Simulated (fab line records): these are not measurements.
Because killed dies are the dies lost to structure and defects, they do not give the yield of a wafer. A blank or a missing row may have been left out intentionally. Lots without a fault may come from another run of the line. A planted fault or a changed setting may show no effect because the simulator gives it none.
Which tool did it? ; flow nand-harc ; 18 wafers from 6 lots sampled at 5 of the route's 1302 steps

## WHAT THE GAUGES READ, wafer by wafer
NHARC_END_SORT_01.
lot;measured;on;killed-at-array
L770;day 27 06:13;prober-02;676 673 668

## WHAT TOOL EACH LOT RAN ON (gives the tool, then ch and the chambers of the sampled wafers, and finally the start)
lot;NHARC_A_STAIRCASE_ETCH_199;NHARC_A_STAIRCASE_TRIM_202;NHARC_A_STAIRCASE_ETCH_221;NHARC_A_STAIRCASE_ETCH_230
L768;rie-diel-04 ch 1,3, day 18 00:13 or earlier;rie-diel-04 ch 0,1,3, day 18 00:13 or earlier;rie-diel-08 ch 0,1,2, day 18 00:13;rie-diel-13 ch 1,2, no start
L770;rie-diel-08 ch 1,2, day 19 07:14 or earlier;rie-diel-08 ch 1,2, day 19 07:14 or earlier;rie-diel-08 ch 0,1, day 19 07:14;rie-diel-08 ch 0,1,2, day 27 06:13 or earlier
L772;rie-diel-13 ch 0,1,2, day 20 13:59 or earlier;rie-diel-13 ch 0,1,2, day 20 13:59 or earlier;rie-diel-13 ch 0,1,3, day 20 13:59;rie-diel-13 ch 0,2,3, no start
L781;rie-diel-04 ch 1,2, day 24 04:58 or earlier;rie-diel-04 ch 0,1,2, day 24 04:58 or earlier;rie-diel-04 ch 2,3, day 24 04:58;rie-diel-08 ch 1,2, no start
L783;rie-diel-08 ch 0,2,3, day 24 13:49 or earlier;rie-diel-08 ch 2,3, day 24 13:49 or earlier;rie-diel-08 ch 0,3, day 24 13:49;rie-diel-08 ch 1,3, no start
L785;rie-diel-13 ch 0,2, day 25 06:02 or earlier;rie-diel-13 ch 1,2, day 25 06:02 or earlier;rie-diel-04 ch 0,2,3, day 25 06:02;rie-diel-04 ch 0,1, no start
- NHARC_A_STAIRCASE_ETCH_199: etches the open film in C4F8/O2, target depth 100 nm, time 40.5 s.
- NHARC_A_STAIRCASE_TRIM_202: chemistry O2, time 211.2 s.
- NHARC_A_STAIRCASE_ETCH_221: etches the open film in C4F8/O2, target depth 100 nm, time 40.5 s.
- NHARC_A_STAIRCASE_ETCH_230: etches the open film in C4F8/O2, target depth 100 nm, time 40.5 s.

## THE ANSWER, worked out from the rows above alone
Rule: the usual values come from the lots themselves. The widest of any qualifying gaps counts: lots, ordered by their means at a reading, are off when they make up no more than a third of the lots, leave a main group of 4 or more, and stand apart from it by 3 or more times the standard deviation of that group's means. Not used: any main group whose means are identical at the precision the tables above print for the reading. Also off: a lot with no number at a reading for which 4 or more lots have one. All remaining lots with rows at the step are treated as sound.
No lot is off on any of the readings shown, so nothing can be concluded from this.

## WHAT THE SIMULATOR HAD INSERTED
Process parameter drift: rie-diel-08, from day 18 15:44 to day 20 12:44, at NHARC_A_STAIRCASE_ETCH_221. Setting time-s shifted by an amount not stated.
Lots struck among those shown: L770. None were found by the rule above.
